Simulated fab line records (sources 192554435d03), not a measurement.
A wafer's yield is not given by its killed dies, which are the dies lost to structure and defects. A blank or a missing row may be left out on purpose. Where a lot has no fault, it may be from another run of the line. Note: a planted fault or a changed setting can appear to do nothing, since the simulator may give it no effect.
A struck lot beside a sound one ; flow n5 finfet ; 26 out of 1938 route steps
Sound: the wafers L728.1, L728.4, L728.5. Struck: wafer L715.3. (L715.2, L715.4 of the same lot were not struck and are left out.) The cause comes at the end.
For every step that has rows: the tool of each side, followed by ch and its chambers, followed by its first start. Under that, the readings that differ: sound wafers ; struck wafers ; difference of the means ; sigmas: that difference in standard deviations of wafers without a fault.
alike: a reading whose means differ by less than 2 such deviations, as well as words and numbers matching on both sides. not compared: withheld readings; readings where some wafer has no value; bounds like >300 that might hide an equal value; numbers whose values overlap and for which the record gives no deviation.
The two part at a step that has a row with sigmas, a row that says differs or no value, or rows on one side only. When numbers do not overlap yet have no deviation, they are printed without sigmas and do not part them. Lack of a reading on every wafer of one side parts them only where that side has two or more wafers.

first, 9 steps without rows for these wafers: N5_MIM_TOP_LITHO_EBR_04; N5_MIM_TOP_LITHO_SOFTBAKE_03 (time 90 s); N5_MIM_TOP_LITHO_EXPOSE_05 (exposes mask MIM TOP, target cd 2000 nm); N5_MIM_TOP_LITHO_PEB_06; N5_MIM_TOP_LITHO_DEVELOP_07 (develop time 60 s); N5_MIM_TOP_LITHO_HARDBAKE_09 (time 120 s); N5_MIM_TOP_LITHO_DESCUM_10 (chemistry O2, time 7.9 s); N5_MIM_TOP_ETCH_ETCH_00 (etches TiN in Cl2/BCl3, target depth 38.5 nm); N5_MIM_TOP_ETCH_STRIP_01 (strips in O2).
N5_MIM_TOP_ETCH_PECVD_03: deposits SiNx from SiH4/NH3/N2, target thk 20 nm, time 17.6 s.
  sound on pecvd-01 ch 0,2, day 17 05:04; struck on pecvd-04 ch 0, day 13 03:05
reading;sound;struck;difference;sigmas
model.SiNx_of_MIM_TOP_ETCH_PECVD_03.thk nm (nm);19.8 20.2 20.4;18.4;-1.7;
  alike: heater power w, showerhead plenum p Torr, throttle valve pct
  not compared: susceptor temp C
then, 13 steps without rows for these wafers: N5_MIM_BOT_LITHO_HMDS_01 (time 60 s); N5_MIM_BOT_LITHO_COAT_02; N5_MIM_BOT_LITHO_EBR_04; N5_MIM_BOT_LITHO_SOFTBAKE_03 (time 90 s); N5_MIM_BOT_LITHO_EXPOSE_05 (exposes mask MIM BOT); N5_MIM_BOT_LITHO_PEB_06; N5_MIM_BOT_LITHO_DEVELOP_07 (develop time 60 s); N5_MIM_BOT_LITHO_HARDBAKE_09 (time 120 s); N5_MIM_BOT_LITHO_DESCUM_10 (chemistry O2, time 7.9 s); N5_MIM_BOT_ETCH_ETCH_04 (etches SiNx in CF4/O2, target depth 26 nm, time 13 s); N5_MIM_BOT_ETCH_ETCH_03 (etches the open film in Cl2/BCl3, target depth 12 nm); N5_MIM_BOT_ETCH_ETCH_00 (etches TiN in Cl2/BCl3, target depth 45.5 nm); N5_MIM_BOT_ETCH_STRIP_01 (strips in O2).
N5_MIM_BOT_ETCH_STRIP_02: strips in post etch residue remover, time 1200 s.
  sound on wet bench-05 ch 0,5,7, day 17 06:14; struck on wet bench-05 ch 0, day 13 04:07
reading;sound;struck;difference;sigmas
model.SiNx_of_MIM_TOP_ETCH_PECVD_03.thk nm (nm);19.4 19.8 20;18;-2;
then, 1 step without rows for these wafers: N5_MIM_BOT_ETCH_CLEAN_05 (cleans in IPA, time 180 s).
N5_PASSIVATION_PROBE_49:
  only the struck wafers here have rows in the record (prober-02, day 13 14:02); the sound ones have none

== WHERE THEY PART ==
Only at N5_PASSIVATION_PROBE_49, as far as this record shows.

WHY: what had been put in by the simulator
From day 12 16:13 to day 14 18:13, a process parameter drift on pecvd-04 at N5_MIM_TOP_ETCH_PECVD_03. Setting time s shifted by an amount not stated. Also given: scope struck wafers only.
